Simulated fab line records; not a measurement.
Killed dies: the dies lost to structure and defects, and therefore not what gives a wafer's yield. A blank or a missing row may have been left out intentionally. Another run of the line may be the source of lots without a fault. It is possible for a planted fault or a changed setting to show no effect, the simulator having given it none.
8D (eight disciplines) problem report, filled in by code ; flow n5-finfet ; the parts of the form that need people (team, actions taken, sign-off) are left out

## 1. WHAT IS WRONG
Wafers without a fault read 1500.0 rpm, standard deviation 0.9; spin-speed-rpm at N5_BEOL_M0_SAQP_COAT_69 reads a mean of 1463.6 rpm on 9 wafers belonging to 3 lots. That is -40 standard deviations from the usual mean.
The step: time 60 s, resist thk 90 nm.
First seen on wafer L690.2, day 8 11:43, on litho-track-05. The record has a number at this step for 30 wafers belonging to 10 lots. Rule for "out", or "out of limits": more than 4 standard deviations from the usual mean. All remaining wafers that have a number are taken as sound.

## 2. WHAT IT IS, AND WHAT IT ISN'T
question;is;is not
which readings at this step;spin-speed-rpm;resist-line-temp-C
which lots;L690, L693, L694;L683, L687, L688, L689, L699, L700, L701
which wafers of those lots;all that have a number;-
read on which tools;litho-track-05;litho-track-02, litho-track-04
when;from day 8 11:43;"up to then (12 sound wafers); but 9 sound wafers of L699, L700, L701 came after"

## 3. WHAT RULES OUT EACH SUSPECT
Counting: any tool at a process step up to the reading is kept as a suspect provided that every lot that is out went through it and no sound lot did after the first of them.
- litho-track-05 at N5_BEOL_M0_SAQP_COAT_69 (time 60 s, resist thk 90 nm): kept. Every lot that is out went through it, starting with L690 (day 8 11:43), and after that it ran no sound lot; the last sound lot it ran before then is L689 (day 8 05:56). Its own readings are out on those wafers: spin-speed-rpm.
Remaining after the count: litho-track-05 at N5_BEOL_M0_SAQP_COAT_69.

## 4. THE CAUSE (what the simulator had put in)
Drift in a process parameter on litho-track-05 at N5_BEOL_M0_SAQP_COAT_69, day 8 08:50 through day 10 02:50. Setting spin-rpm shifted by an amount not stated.
Only this tool survived the counting.

## 5. THE CHAIN OF EFFECTS, in route order
Each row: a reading where the mean over the struck wafers with a number is more than 3 standard deviations away from the usual. Readings are gone through only where the record gives a usual standard deviation; hours: the median, over the lots, of the time from a lot's start at the first step in this table giving one to that lot's start at this step; sigmas: the change measured in usual standard deviations.
hours;step;reading;usual;on struck wafers;change;sigmas
0;N5_BEOL_M0_SAQP_COAT_69;spin-speed-rpm;1500.0 rpm;1463.6;-36.4;-40
Process steps it contains:
- N5_BEOL_M0_SAQP_COAT_69: time 60 s, resist thk 90 nm.
Later steps that measure or inspect, where all struck wafers having a row at the step show a number for every such reading and not one has moved that far: N5_BEOL_M4_RC_MEAS_101.

## 6. WHAT WOULD HAVE CAUGHT IT SOONER
The fault began at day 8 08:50; the first out-of-limits reading in this record came at day 8 11:43, 3 hours later.
